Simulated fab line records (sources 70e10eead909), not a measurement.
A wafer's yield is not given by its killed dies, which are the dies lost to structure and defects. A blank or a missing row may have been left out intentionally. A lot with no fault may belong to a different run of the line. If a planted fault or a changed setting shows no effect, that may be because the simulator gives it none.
Chamber matching + flow nand harc + NHARC_A_CONTACT_DESCUM_47 on rie diel-02: 4 sister chambers
The step chemistry O2, time 3 s. 36 wafers are shown with their chamber, then 12 later ones without.

## WAFERS WITH THEIR CHAMBER
| wafer  | chamber | drypump motor current A (A) | showerhead plenum p Torr (Torr) | oes product au (a.u.) |
|--------|---------|-----------------------------|---------------------------------|-----------------------|
| L077.2 | 2       | 5.1                         | 1.91                            | 0.982                 |
| L077.4 | 3       | 6.1                         | 1.86                            | 0.993                 |
| L077.6 | 2       | 5.1                         | 1.90                            | 0.994                 |
| L077.1 | 0       | 5.8                         | 1.80                            | 1.006                 |
| L077.3 | 1       | 6.2                         | 2.01                            | 0.998                 |
| L077.5 | 3       | 6.1                         | 1.86                            | 0.998                 |
| L078.1 | 2       | 5.1                         | 1.90                            | 0.993                 |
| L078.2 | 3       | 6.1                         | 1.85                            | 0.998                 |
| L078.5 | 2       | 5.1                         | 1.90                            | 0.993                 |
| L080.1 | 3       | 6.1                         | 1.85                            | 0.999                 |
| L080.3 | 1       | 6.2                         | 2.01                            | 0.997                 |
| L080.5 | 1       | 6.2                         | 2.01                            | 0.989                 |
| L082.2 | 1       | 6.3                         | 2.01                            | 0.980                 |
| L082.4 | 0       | 5.8                         | 1.79                            | 0.993                 |
| L082.6 | 0       | 5.8                         | 1.79                            | 0.986                 |
| L085.1 | 0       | 5.8                         | 1.79                            | 0.993                 |
| L085.2 | 3       | 6.1                         | 1.85                            | 0.985                 |
| L085.6 | 3       | 6.1                         | 1.85                            | 0.986                 |
| L083.1 | 1       | 6.2                         | 2.01                            | 0.983                 |
| L083.2 | 3       | 6.1                         | 1.85                            | 0.993                 |
| L083.3 | 0       | 5.8                         | 1.79                            | 0.992                 |
| L086.1 | 1       | 6.3                         | 2.01                            | 0.993                 |
| L086.2 | 2       | 5.1                         | 1.90                            | 0.997                 |
| L086.5 | 2       | 5.1                         | 1.90                            | 0.993                 |
| L084.2 | 0       | 5.8                         | 1.79                            | 1.001                 |
| L084.3 | 2       | 5.1                         | 1.90                            | 0.997                 |
| L084.6 | 2       | 5.1                         | 1.90                            | 0.991                 |
| L088.2 | 2       | 5.1                         | 1.90                            | 0.995                 |
| L088.3 | 3       | 6.1                         | 1.85                            | 0.987                 |
| L088.5 | 1       | 6.2                         | 2.01                            | 0.995                 |
| L091.1 | 3       | 6.1                         | 1.85                            | 0.995                 |
| L091.5 | 0       | 5.8                         | 1.79                            | 1.001                 |
| L091.6 | 3       | 6.1                         | 1.85                            | 0.998                 |
| L090.2 | 0       | 5.8                         | 1.79                            | 1.001                 |
| L090.3 | 1       | 6.3                         | 2.01                            | 0.989                 |
| L090.5 | 0       | 5.8                         | 1.79                            | 1.007                 |

SIGNATURES (averages over the wafers above)
| reading                  | chamber 0 | chamber 1 | chamber 2 | chamber 3 | scatter within a chamber |
|--------------------------|-----------|-----------|-----------|-----------|--------------------------|
| drypump motor current A  | 5.800     | 6.237     | 5.100     | 6.100     | 0.0242                   |
| showerhead plenum p Torr | 1.7911    | 2.0100    | 1.9011    | 1.8520    | 0.00325                  |
| oes product au           | 0.99778   | 0.99050   | 0.99278   | 0.99320   | 0.00592                  |
Rule: a wafer lies at a distance from a chamber equal to the root of the sum of squares, over the readings, of (its reading less the chamber's mean, divided by the reading's scatter). The wafer belongs to the nearest chamber; if the next one is less than 2 further off, it can't be placed. How the scatter is found: for the shown wafers, subtract from each reading the mean of its chamber, square and add these, divide the total by (wafers less chambers), then take the root.

## WAFERS MISSING THEIR CHAMBER
| wafer  | drypump motor current A (A) | showerhead plenum p Torr (Torr) | oes product au (a.u.) |
|--------|-----------------------------|---------------------------------|-----------------------|
| L092.1 | 5.8                         | 1.79                            | 0.991                 |
| L092.5 | 5.1                         | 1.90                            | 0.986                 |
| L092.6 | 6.2                         | 2.01                            | 0.998                 |
| L094.2 | 6.2                         | 2.00                            | 1.000                 |
| L094.4 | 5.8                         | 1.79                            | 1.002                 |
| L094.5 | 5.8                         | 1.79                            | 0.996                 |
| L096.1 | 6.1                         | 1.85                            | 0.987                 |
| L096.3 | 5.8                         | 1.79                            | 0.989                 |
| L096.6 | 6.2                         | 2.00                            | 0.988                 |
| L097.1 | 6.1                         | 1.84                            | 0.989                 |
| L097.2 | 6.3                         | 2.00                            | 0.991                 |
| L097.6 | 5.1                         | 1.89                            | 0.988                 |

## EACH ONE'S CHAMBER
| wafer  | from the rows above | in truth |
|--------|---------------------|----------|
| L092.1 | 0                   | 0        |
| L092.5 | 2                   | 2        |
| L092.6 | 1                   | 1        |
| L094.2 | 1                   | 1        |
| L094.4 | 0                   | 0        |
| L094.5 | 0                   | 0        |
| L096.1 | 3                   | 3        |
| L096.3 | 0                   | 0        |
| L096.6 | 1                   | 1        |
| L097.1 | 3                   | 3        |
| L097.2 | 1                   | 1        |
| L097.6 | 2                   | 2        |
12 of 12 placed correctly. Number that these rows cannot place: 0. Number placed wrongly: 0.
